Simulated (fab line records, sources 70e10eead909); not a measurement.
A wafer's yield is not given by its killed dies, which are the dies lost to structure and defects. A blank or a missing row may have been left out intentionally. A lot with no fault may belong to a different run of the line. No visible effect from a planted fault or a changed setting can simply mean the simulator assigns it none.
2 desks looking at one fault	flow nand_harc	numbers are kept per desk, each desk with only its own; the story behind them comes last

== AT THE TOOL OWNER'S DESK: pecvd_onon-04 ==
The tool's own readings at NHARC_A_ONON_D1_DEP_09 (target thk 1000 nm): means of the sampled wafers that have a number, for each lot that ran on this tool. Any lot whose mean is over 4 standard deviations away from the usual mean is out of limits and marked OUT; that distance is given in the brackets.
Columns: A = n2_flow_sccm at NHARC_A_ONON_D1_DEP_09, usual 2750 sccm
lot	first seen here	A
L450	day 8 05:02	2747
L452	day 9 03:15	2752
L455	day 9 11:59	2746
L457	day 9 23:22	2741
L459	day 10 16:02	2734
L468	day 12 20:05	2766
This desk's verdict: no lot among the 6 shows anything out of limits.

== FROM THE METROLOGY DESK ==
Means of the sampled wafers that have a number, per lot and without regard to the tool the lot ran on: this is what the gauges read. Any lot whose mean is over 4 standard deviations away from the usual mean is out of limits and marked OUT; that distance is given in the brackets.
Columns: A = thk_nm at NHARC_A_ONON_D1_THK_MEAS_11, usual 996 nm
lot	first seen here	A
L447	day 7 15:29	1003
L449	day 8 01:25	1006
L450	day 8 05:33	1007
L451	day 8 16:01	996
L452	day 9 03:45	997
L455	day 9 12:30	1214 (+24) OUT
L457	day 9 23:53	1107 (+12) OUT
L460	day 10 16:28	1000
L459	day 10 16:32	1400 (+44) OUT
L462	day 11 14:23	993
L466	day 12 12:02	988
L468	day 12 20:32	994
L470	day 13 00:40	987
This desk finds L455, L457, L459 out of limits, L455 being first, at day 9 12:30 (thk_nm at NHARC_A_ONON_D1_THK_MEAS_11). L447, L449, L450, L451, L452, L460, L462, L466, L468, L470: within limits.

== BROUGHT TOGETHER ==
An alarm was possible from the metrology desk at day 9 12:30, on L455, L457, L459.
The tool owner's desk saw nothing out of limits.
The tool owner's desk has L455, L457, L459 on record, within its limits.
All the named lots went through NHARC_A_ONON_D1_DEP_09 on pecvd_onon-04.

== WHAT THE SIMULATOR PUT IN ==
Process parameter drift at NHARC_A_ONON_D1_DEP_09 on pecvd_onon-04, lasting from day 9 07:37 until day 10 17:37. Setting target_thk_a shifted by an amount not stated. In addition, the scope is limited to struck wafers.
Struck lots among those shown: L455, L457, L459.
Per desk, hours elapsed from the start of the fault to the first reading out of limits: for the metrology desk, 5.
